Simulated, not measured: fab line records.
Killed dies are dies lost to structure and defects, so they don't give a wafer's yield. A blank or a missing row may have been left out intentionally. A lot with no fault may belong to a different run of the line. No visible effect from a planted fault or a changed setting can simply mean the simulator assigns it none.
fab line records	flow nand_harc
record lots=13	wafers=37	last_day=33
route steps=1302 shown A_CHANNEL_FILL_D1@492 END@1302
lots with no fault: from the same line, run without faults
start_h: hours from the record's opening day to when the first of the lot's shown wafers began	wait_h: time in hours since the lot's previous step	" unchanged from the row above	L1.1+2: one row covering several wafers at once	- no value present, or no start provided	* or withheld: withheld	< > ~ a bound
route shown NAME@n: NAME is a module with steps in the file, n the number in the route of the first one	usual: the fault-free wafers' mean and standard deviation	same: alike in all rows	chamber/n: place in a boat	sites: per-site readings	_std_site: the values' standard deviation	_edge_site: the outer-site mean with the inner-site mean subtracted	radius_mm: for every site, how far away it sits from the centre of the wafer	mask NAME#n: copy n	behind: the tool/chamber that last shaped the wafer	hold: what put the lot on hold/how long, in hours/how the hold closed	device: the transistor (n, p or np) that didn't switch	end of line: the tests these same wafers got at the end of their route	a step with no rows: only its recipe	killed: dies that structure and defects cost at the first sort, which is not the same as the wafer's yield	map: per-die view of a wafer (x killed, . not killed, _ where there is no die)
set.NAME: the setting that was run; set.NAME@STEP: the one run at that earlier step	model.NAME: the simulator's own value behind a step, which no gauge read
route steps across a sampled set of lots; one table per step, one row per wafer
services: a tool's chamber out of use, with start hour (start_h, from the record's first day; less than 0 if before it), hours out, and reason
## steps
# step NHARC_A_CHANNEL_FILL_D1_ALD_02
# recipe target_thk_a=60	pulse_time_s=10	ald_cycles=60	temp_c=300	material=SiO2
# usual ald_cycles=60/0	heater_power_w=439/44	precursor_pulse_height_rel=1.002/0.019
lot.wafer	tool	chamber	start_h	wait_h	ald_cycles	heater_power_w	precursor_pulse_height_rel
L568.4	ald_hk-01	3	186.33	-	60	419	1.008
L568.5	"	3	"	"	60	429	1.005
L568.6	"	0	"	"	60	449	1.001
L569.4	ald_hk-01	2	200.62	-	60	479	0.968
L569.3	"	3	"	"	60	428	0.994
L569.6	"	1	"	"	60	496	1.001
L572.4	ald_hk-02	3	231.15	-	60	377	1.013
L572.3	"	0	"	"	60	381	1.028
L572.5	"	0	"	"	60	375	1.015
L573.4	ald_hk-04	3	231.60	-	60	463	0.980
L573.2	"	1	"	"	60	401	0.974
L573.5	"	0	"	"	60	458	0.994
L574.3	ald_hk-01	3	239.48	-	60	433	0.978
L574.2	"	0	"	"	60	455	1.062
L574.1	"	1	"	"	60	504	1.000
L579.2	ald_hk-04	3	293.41	-	60	498	1.017
L579.5	"	1	"	"	60	389	1.013
L579.6	"	2	"	"	60	448	1.002
L580.4	ald_hk-02	1	304.72	-	60	447	1.002
L580.2	"	2	"	"	60	420	0.993
L580.1	"	0	"	"	60	375	0.972
L582.3	ald_hk-04	1	335.40	0.3	60	382	1.000
L582.4	"	2	"	"	60	448	0.975
L582.5	"	0	"	"	60	477	0.977
L585.2	ald_hk-01	1	351.76	0.3	60	490	0.985
L585.1	"	2	"	"	71	447	0.987
L586.1	ald_hk-01	3	368.11	-	71	402	0.985
L586.5	"	1	"	"	71	503	1.016
L587.4	ald_hk-01	0	381.37	-	60	407	0.987
L587.5	"	2	"	"	71	456	1.017
L587.6	"	3	"	"	60	389	1.016
L589.4	ald_hk-02	0	399.27	-	60	361	1.018
L589.1	"	2	"	"	60	437	1.015
L589.6	"	0	"	"	60	371	1.029
L590.2	ald_hk-04	0	407.57	-	60	475	1.002
L590.5	"	0	"	"	60	481	0.998
L590.6	"	1	"	"	60	388	0.991
# step NHARC_A_CHANNEL_FILL_D1_ALD_14
# recipe target_thk_a=25	pulse_time_s=10	ald_cycles=25	temp_c=300	material=SiO2
# usual ald_cycles=25/0	heater_power_w=443/43	precursor_pulse_height_rel=0.998/0.022
lot.wafer	tool	chamber	start_h	wait_h	ald_cycles	heater_power_w	precursor_pulse_height_rel
L568.4	ald_hk-04	2	191.22	0.2	25	444	1.004
L568.6	"	3	"	"	25	459	1.005
L568.5	"	0	"	"	25	471	1.013
L569.4	ald_hk-01	2	207.55	0.1	25	487	1.024
L569.3	"	0	"	"	25	439	1.005
L569.6	"	2	"	"	25	505	0.999
L572.4	ald_hk-02	1	238.21	0.0	25	436	0.980
L572.3	"	3	"	"	25	362	0.998
L572.5	"	1	"	"	25	458	1.021
L573.2	ald_hk-04	3	238.21	0.0	25	469	1.018
L573.4	"	0	"	"	25	460	0.956
L573.5	"	0	"	"	25	462	1.006
L574.3	ald_hk-02	1	246.45	0.1	25	448	1.030
L574.2	"	2	"	"	25	421	0.997
L574.1	"	3	"	"	25	366	0.999
L579.2	ald_hk-01	3	299.96	0.6	25	430	1.058
L579.5	"	1	"	"	25	507	1.026
L579.6	"	2	"	"	25	484	1.004
L580.4	ald_hk-01	2	311.66	0.0	25	460	0.966
L580.1	"	0	"	"	25	417	1.000
L580.2	"	1	"	"	25	490	1.053
L582.3	ald_hk-04	0	343.18	0.1	25	474	1.012
L582.4	"	2	"	"	25	460	1.013
L582.5	"	1	"	"	25	386	1.005
L585.1	ald_hk-04	3	358.66	0.0	25	514	0.981
L585.2	"	2	"	"	25	452	0.985
L586.1	ald_hk-04	1	374.99	0.2	25	385	0.999
L586.5	"	2	"	"	25	455	1.008
L587.4	ald_hk-04	0	388.41	0.2	25	474	0.960
L587.6	"	1	"	"	25	380	1.016
L587.5	"	2	"	"	25	468	1.002
L589.1	ald_hk-02	0	406.17	0.1	25	374	1.018
L589.4	"	1	"	"	25	439	1.009
L589.6	"	0	"	"	25	368	0.996
L590.2	ald_hk-04	0	414.69	0.1	25	461	1.036
L590.5	"	2	"	"	25	461	0.987
L590.6	"	3	"	"	25	513	0.989
# step NHARC_A_CHANNEL_FILL_D1_ALD_16
# recipe target_thk_a=15	pulse_time_s=10	ald_cycles=15	temp_c=300	material=SiO2
# usual ald_cycles=15/0	heater_power_w=441/44	precursor_pulse_height_rel=1.000/0.019
lot.wafer	tool	chamber	start_h	wait_h	ald_cycles	heater_power_w	precursor_pulse_height_rel
L568.4	ald_hk-04	3	196.54	0.3	15	474	1.010
L568.6	"	0	"	"	15	473	0.988
L568.5	"	1	"	"	15	401	0.985
L569.4	ald_hk-02	3	212.74	0.1	15	372	0.988
L569.3	"	0	"	"	15	378	1.051
L569.6	"	1	"	"	15	445	0.973
L573.4	ald_hk-02	1	243.34	0.0	15	442	0.978
L573.2	"	0	"	"	15	383	1.021
L573.5	"	2	"	"	15	428	0.989
L572.3	ald_hk-01	1	243.34	0.0	15	495	1.003
L572.4	"	2	"	"	15	480	0.996
L572.5	"	2	"	"	15	485	1.025
L574.1	ald_hk-01	0	251.61	0.1	15	456	0.977
L574.2	"	1	"	"	15	506	0.997
L574.3	"	2	"	"	15	491	0.974
L579.2	ald_hk-04	2	304.96	0.2	15	443	0.984
L579.6	"	1	"	"	15	384	1.020
L579.5	"	2	"	"	15	449	0.972
L580.1	ald_hk-02	2	317.06	0.1	15	414	0.987
L580.4	"	3	"	"	15	372	1.009
L580.2	"	0	"	"	15	390	1.016
L582.3	ald_hk-01	3	348.32	0.0	15	401	0.990
L582.4	"	1	"	"	15	493	1.004
L582.5	"	0	"	"	15	411	0.968
L585.2	ald_hk-04	2	363.82	0.0	15	463	1.007
L585.1	"	1	"	"	15	390	1.004
L586.1	ald_hk-02	1	380.06	0.1	15	433	1.019
L586.5	"	3	"	"	15	385	0.978
L587.4	ald_hk-01	3	393.49	0.0	15	392	0.998
L587.6	"	3	"	"	15	404	0.995
L587.5	"	0	"	"	15	422	0.984
L589.1	ald_hk-01	3	411.37	0.1	15	402	1.005
L589.4	"	0	"	"	15	414	0.976
L589.6	"	3	"	"	15	395	0.978
L590.2	ald_hk-01	2	419.84	0.1	15	479	1.038
L590.5	"	0	"	"	15	417	0.985
L590.6	"	1	"	"	15	503	0.984
# step NHARC_A_CHANNEL_FILL_D1_ETCHBACK_19
# recipe target_depth_a=50	time_s=1.7	hbr_flow_sccm=150	cl2_flow_sccm=50	rf_w=400	icp_w=400	bias_w=100	chemistry=HBr/Cl2
# usual drypump_motor_current_A=5.5/0.5	oes_product_au=1.003/0.0082	throttle_valve_pct=26.405/0.0084
lot.wafer	tool	chamber	start_h	wait_h	drypump_motor_current_A	oes_product_au	rf_hours_counter_h	throttle_valve_pct
L568.4	rie_si-02	2	208.04	0.4	5.8	0.985	0.50	26.397
L568.5	"	0	"	"	6.5	1.011	-	26.413
L568.6	"	1	"	"	5.0	0.995	-	26.394
L569.4	rie_si-02	3	224.37	0.4	5.5	1.002	0.61	26.407
L569.3	"	0	"	"	6.5	1.009	0.75	26.384
L569.6	"	3	"	"	5.5	1.007	-	26.390
L572.3	rie_si-04	0	255.23	0.4	5.5	1.008	0.53	26.415
L572.4	"	2	"	"	5.7	1.008	0.64	26.414
L572.5	"	0	"	"	5.5	1.006	-	26.404
L573.4	rie_si-02	3	255.24	0.4	5.5	1.003	0.75	26.404
L573.2	"	0	"	"	6.5	1.013	0.91	26.412
L573.5	"	2	"	"	5.9	1.004	-	26.394
L574.2	rie_si-03	0	265.38	0.4	5.9	0.998	0.26	26.412
L574.1	"	1	"	"	5.5	1.013	0.24	26.412
L574.3	"	2	"	"	5.2	1.025	0.29	26.398
L579.2	rie_si-02	3	316.38	0.4	5.5	0.997	0.18	26.400
L579.6	"	2	"	"	5.9	1.010	-	26.405
L579.5	"	3	"	"	5.5	0.987	-	26.404
L580.2	rie_si-02	2	330.06	0.4	5.9	0.996	0.15	26.413
L580.1	"	3	"	"	5.5	0.998	0.28	26.391
L580.4	"	0	"	"	6.5	1.009	0.28	26.413
L582.4	rie_si-04	2	360.27	0.4	5.8	1.010	0.06	26.395
L582.3	"	3	"	"	4.9	1.002	0.05	26.419
L582.5	"	1	"	"	4.9	1.002	-	26.395
L585.1	rie_si-02	3	377.10	0.4	5.5	1.002	0.61	26.399
L585.2	"	2	"	"	5.9	1.000	0.46	26.414
L586.1	rie_si-02	1	391.98	0.4	5.0	1.002	0.59	26.423
L586.5	"	2	"	"	5.9	1.011	-	26.405
L587.4	rie_si-02	1	407.12	0.4	5.0	1.007	0.66	26.384
L587.5	"	0	"	"	6.5	1.002	-	26.396
L587.6	"	1	"	"	5.0	1.003	-	26.401
L589.4	rie_si-04	1	423.33	0.4	4.9	1.010	0.44	26.402
L589.1	"	0	"	"	5.5	1.021	0.42	26.406
L589.6	"	1	"	"	4.9	1.012	-	26.411
L590.2	rie_si-02	0	431.73	0.4	6.5	1.002	0.80	26.399
L590.6	"	1	"	"	5.0	0.993	-	26.421
L590.5	"	2	"	"	5.9	1.005	-	26.405
# step NHARC_END_SORT_01
# recipe temp_c=25
# usual killed_at_array=54/21	killed_at_other=1.0/1.2	killed_at_periphery=3.6/2.6	killed_dies=58/20	killed_open=3.3/1.9	killed_short=2.6/1.5
# same gross_dies=677
lot.wafer	tool	chamber	start_h	wait_h	killed_at_array	killed_at_other	killed_at_periphery	killed_dies	killed_open	killed_short
L579.2	prober-02	0	660.68	2.8	96	0	6	102	4	2
L579.5	prober-02	0	663.05	3.7	63	0	4	67	2	3
L579.6	prober-02	0	663.84	4.0	77	0	10	87	1	3
L585.1	prober-01	0	714.35	2.5	41	0	3	44	2	2
L585.2	prober-01	0	715.16	2.8	42	1	4	47	4	2
# killed by level:class
L579.2 A_CHANNEL_HOLE_D1:chamber_film_flake=36 A_SLIT:chamber_film_flake=35 A_STAIRCASE:chamber_film_flake=12 P_M2:chamber_film_flake=3 A_SGD_CUT:chamber_film_flake=3 A_CONTACT:chamber_film_flake=3 P_CONTACT:geometric_particle:open=2 A_ZERO_WELL:chamber_film_flake=2
L579.5 A_CHANNEL_HOLE_D1:chamber_film_flake=28 A_SLIT:chamber_film_flake=20 A_STAIRCASE:chamber_film_flake=6 A_ZERO_WELL:chamber_film_flake=4 A_CHANNEL_FILL_D2:geometric_particle:short=2 P_GATE:chamber_film_flake=2 P_CONTACT:geometric_particle:open=1 A_ONON_D2:geometric_particle:short=1
L579.6 A_CHANNEL_HOLE_D1:chamber_film_flake=29 A_SLIT:chamber_film_flake=28 A_STAIRCASE:chamber_film_flake=9 P_M2:chamber_film_flake=6 A_CONTACT:chamber_film_flake=3 P_GATE:geometric_particle:short=2 P_GATE:chamber_film_flake=2 A_DECK1_JOINT:chamber_film_flake=2
L585.1 A_CHANNEL_HOLE_D1:chamber_film_flake=29 A_CHANNEL_FILL_D1:chamber_film_flake=3 P_M1:chamber_film_flake=2 A_CONTACT:chamber_film_flake=2 A_CHANNEL_FILL_D1:geometric_particle:short=1 A_DECK1_JOINT:geometric_particle:open=1 A_CHANNEL_FILL_D2:geometric_particle:open=1 A_CHANNEL_FILL_D2:geometric_particle:short=1
L585.2 A_CHANNEL_HOLE_D1:chamber_film_flake=27 A_CONTACT:chamber_film_flake=5 A_BLC:chamber_film_flake=3 P_ZERO_WELL:chamber_film_flake=2 A_WL_FILL:chamber_film_flake=2 P_M0:geometric_particle:open=1 A_ONON_D1:geometric_particle:short=1 A_DECK1_JOINT:geometric_particle:short=1
## services
tool	chamber	start_h	hours	kind
rie_si-04	-	165.01	9.0	pm
rie_si-03	3	168.64	20.6	repair
ald_hk-02	-	172.27	10.0	pm
rie_si-02	1	172.67	1.1	repair
rie_si-03	2	196.74	6.9	repair
rie_si-03	-	215.13	0.2	repair
ald_hk-01	-	216.43	2.3	repair
rie_si-03	-	221.00	9.0	pm
rie_si-02	-	277.00	9.0	pm
rie_si-02	2	288.05	9.4	repair
ald_hk-01	-	300.51	10.0	pm
ald_hk-01	0	300.51	10.0	vent_cycle
ald_hk-01	1	300.51	10.0	vent_cycle
ald_hk-01	2	300.51	10.0	vent_cycle
ald_hk-01	3	300.51	10.0	vent_cycle
rie_si-02	0	301.95	7.8	repair
rie_si-03	-	306.22	0.4	repair
ald_hk-01	0	310.51	-	clean
rie_si-03	2	315.68	9.9	repair
rie_si-04	-	342.01	9.0	pm
ald_hk-02	-	350.27	10.0	pm
rie_si-03	2	364.12	8.8	repair
ald_hk-02	-	396.91	1.1	repair
rie_si-03	-	398.00	9.0	pm
## key
first_sign step=NHARC_A_CHANNEL_FILL_D1_ALD_02	reading=ald_cycles	direction=up	sigmas=99+	usual=60	struck=71
effect none on later readings
met_at NHARC_A_CHANNEL_FILL_D1_ALD_02
struck_lots L585,L586,L587
struck_wafers L585.1,L586.1,L586.5,L587.5
tester_left_out L585,L586,L587
not_acting_at NHARC_A_CHANNEL_FILL_D1_ALD_14,NHARC_A_CHANNEL_FILL_D1_ALD_16,NHARC_A_CHANNEL_FILL_D1_ETCHBACK_19
onset_between 239.48 351.76
fault kind=process_parameter_drift	tool=ald_hk-01	chamber=-	onset_h=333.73	steps=NHARC_A_CHANNEL_FILL_D1_ALD_02	channel=ald_cycles	offset=11	shape=step	end_h=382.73	scope=struck_wafers_only	acts_in=these_recipes_only	stated=60
# tester_left_out: of these lots the tester's yield and bins aren't shown, on N5 and GAA mostly nor the transistor test; their killed dies are dies lost to structure and defects alone, not to doping, threshold or leakage, so they don't give the yield
